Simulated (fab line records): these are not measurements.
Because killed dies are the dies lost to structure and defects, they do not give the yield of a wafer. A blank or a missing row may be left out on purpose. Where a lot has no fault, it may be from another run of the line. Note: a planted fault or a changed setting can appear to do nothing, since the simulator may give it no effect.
Struck lot and sound lot, side by side | flow nand-harc | 13 steps out of a route of 1159
Sound: these wafers, L605.2, L605.3, L605.4. Struck: wafer L597.2 (left out: L597.4, L597.6 of the same lot, which were not struck); the cause appears at the end.
Order at every step that has rows: each side's tool, ch and its chambers, its first start. Under that, the readings that differ: sound wafers | struck wafers | difference of the means | sigmas: that difference in standard deviations of wafers without a fault.
alike: readings whose means differ by less than 2 such deviations, and words and numbers that are the same on both sides. not compared: withheld readings, readings that some wafer has no value for, bounds like >300 that may hide the same value, and numbers for which the record gives no deviation and whose values overlap.
A row with sigmas, a row that says differs or no value, or rows on one side alone: a step with any of these is where the two part. Numbers that don't overlap but have no deviation are shown without sigmas and don't part them. A reading that every wafer of one side lacks parts them only if that side has two wafers or more.

first, 2 steps without rows for these wafers: NHARC_A_SOURCE_PLATE_CVD_03 (deposits poly-Si, target thk 200 nm, time 4000 s); NHARC_A_SOURCE_PLATE_ANNEAL_05 (time 1800 s).
NHARC_A_SOURCE_PLATE_THK_MEAS_06: measures by ellipsometry.
  struck on film-metro-02, day 9 00:58; sound on film-metro-02, day 10 17:23
  alike: thk-nm
NHARC_A_SOURCE_PLATE_INSPECT_08:
  struck on defect-inspect-01, day 9 01:02; sound on defect-inspect-01, day 10 17:28
  alike: raw-defect-count
after that, 1 step with no rows for these wafers: NHARC_A_ONON_D1_DEP_00 (target thk 1000 nm).
NHARC_A_ONON_D1_THK_MEAS_02: measures by ellipsometry.
  struck on film-metro-01, day 9 01:37; sound on film-metro-01, day 10 18:02
  alike: thk-nm
after that, 1 step with no rows for these wafers: NHARC_A_ONON_D1_DEP_03 (target thk 1000 nm).
NHARC_A_ONON_D1_THK_MEAS_05: measures by ellipsometry.
  struck on film-metro-01, day 9 02:11; sound on film-metro-01, day 10 18:37
  alike: thk-nm
after that, 1 step with no rows for these wafers: NHARC_A_ONON_D1_DEP_06 (target thk 1000 nm).
NHARC_A_ONON_D1_THK_MEAS_08: measures by ellipsometry.
  struck on film-metro-01, day 9 02:45; sound on film-metro-01, day 10 19:11
  alike: thk-nm
NHARC_A_ONON_D1_DEP_09: target thk 1000 nm.
  sound on pecvd-onon-04 ch 0, day 10 19:17; struck on pecvd-onon-03 ch 0, day 9 02:52
  alike: n2-flow-sccm
NHARC_A_ONON_D1_THK_MEAS_11: measures by ellipsometry.
  struck on film-metro-01, day 9 03:19; sound on film-metro-01, day 10 19:45
  reading     | sound          | struck | difference | sigmas
  thk-nm (nm) | 1003 1003 1001 | 697    | -305       | -32
after that, 1 step with no rows for these wafers: NHARC_A_ONON_D1_DEP_12 (target thk 1000 nm).

WHERE THEY PART
Within this record, at NHARC_A_ONON_D1_THK_MEAS_11 only.

WHY: the cause the simulator had injected
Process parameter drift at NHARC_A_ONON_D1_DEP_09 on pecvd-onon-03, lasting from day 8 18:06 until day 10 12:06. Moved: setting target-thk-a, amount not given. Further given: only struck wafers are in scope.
